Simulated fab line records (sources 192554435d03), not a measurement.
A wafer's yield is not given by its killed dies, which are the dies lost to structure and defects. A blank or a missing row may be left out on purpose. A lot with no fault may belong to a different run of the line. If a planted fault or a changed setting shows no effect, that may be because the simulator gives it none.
Matching of chambers | flow n5_finfet | N5_FIN_CUT_ETCH_20 on rie_diel-01 has 4 sister chambers
The step etches SiARC in CF4, target depth 26 nm, time 43.3 s. 14 wafers are shown with their chamber, then 7 later ones without.

## WAFERS, EACH WITH ITS CHAMBER
wafer  | chamber | showerhead_plenum_p_Torr (Torr) | throttle_valve_pct (%) | oes_product_au (a.u.)
L075.1 | 1       | 2.22                            | 16.01                  | 0.61
L075.4 | 2       | 2.03                            | 15.81                  | 0.62
L075.6 | 2       | 2.03                            | 15.82                  | 0.62
L076.2 | 1       | 2.21                            | 16.02                  | 0.62
L076.3 | 3       | 2.19                            | 15.59                  | 0.79
L076.6 | 0       | 2.19                            | 15.72                  | 0.79
L083.1 | 2       | 2.02                            | 15.84                  | 0.60
L083.2 | 0       | 2.19                            | 15.74                  | 0.77
L083.3 | 1       | 2.21                            | 16.01                  | 0.61
L088.3 | 0       | 2.19                            | 15.75                  | 0.76
L088.5 | 1       | 2.21                            | 16.03                  | 0.61
L088.6 | 0       | 2.19                            | 15.75                  | 0.76
L091.1 | 3       | 2.18                            | 15.63                  | 0.76
L091.4 | 1       | 2.21                            | 16.06                  | 0.60

SIGNATURES (means of the wafers above)
reading                  | chamber 0 | chamber 1 | chamber 2 | chamber 3 | scatter within a chamber
showerhead_plenum_p_Torr | 2.1900    | 2.2120    | 2.0267    | 2.1850    | 0.00443
throttle_valve_pct       | 15.7400   | 16.0260   | 15.8233   | 15.6100   | 0.0189
oes_product_au           | 0.7700    | 0.6100    | 0.6133    | 0.7750    | 0.0123
Rule: for each reading, subtract the chamber's mean from the wafer's reading, divide by that reading's scatter and square the result; add these up over the readings and take the root, which gives the wafer's distance from the chamber. If the next closest chamber is less than 2 further off than the closest, the wafer can't be placed; otherwise it belongs to the closest. The scatter is the square root of a quotient: the sum, over the shown wafers, of each reading's squared deviation from its chamber's mean, divided by wafers minus chambers.

## WAFERS WHOSE CHAMBER IS MISSING
wafer  | showerhead_plenum_p_Torr (Torr) | throttle_valve_pct (%) | oes_product_au (a.u.)
L091.6 | 2.21                            | 16.04                  | 0.60
L094.3 | 2.02                            | 15.88                  | 0.60
L094.5 | 2.02                            | 15.87                  | 0.59
L094.6 | 2.21                            | 16.04                  | 0.60
L096.3 | 2.18                            | 15.62                  | 0.75
L096.4 | 2.18                            | 15.78                  | 0.74
L096.5 | 2.18                            | 15.79                  | 0.74

## EACH ONE'S CHAMBER
wafer  | from the rows above | in truth
L091.6 | 1                   | 1
L094.3 | 2                   | 2
L094.5 | 2                   | 2
L094.6 | 1                   | 1
L096.3 | 3                   | 3
L096.4 | 0                   | 0
L096.5 | 0                   | 0
7 of 7 placed correctly. From these rows, 0 cannot be placed. 0 placed wrongly.
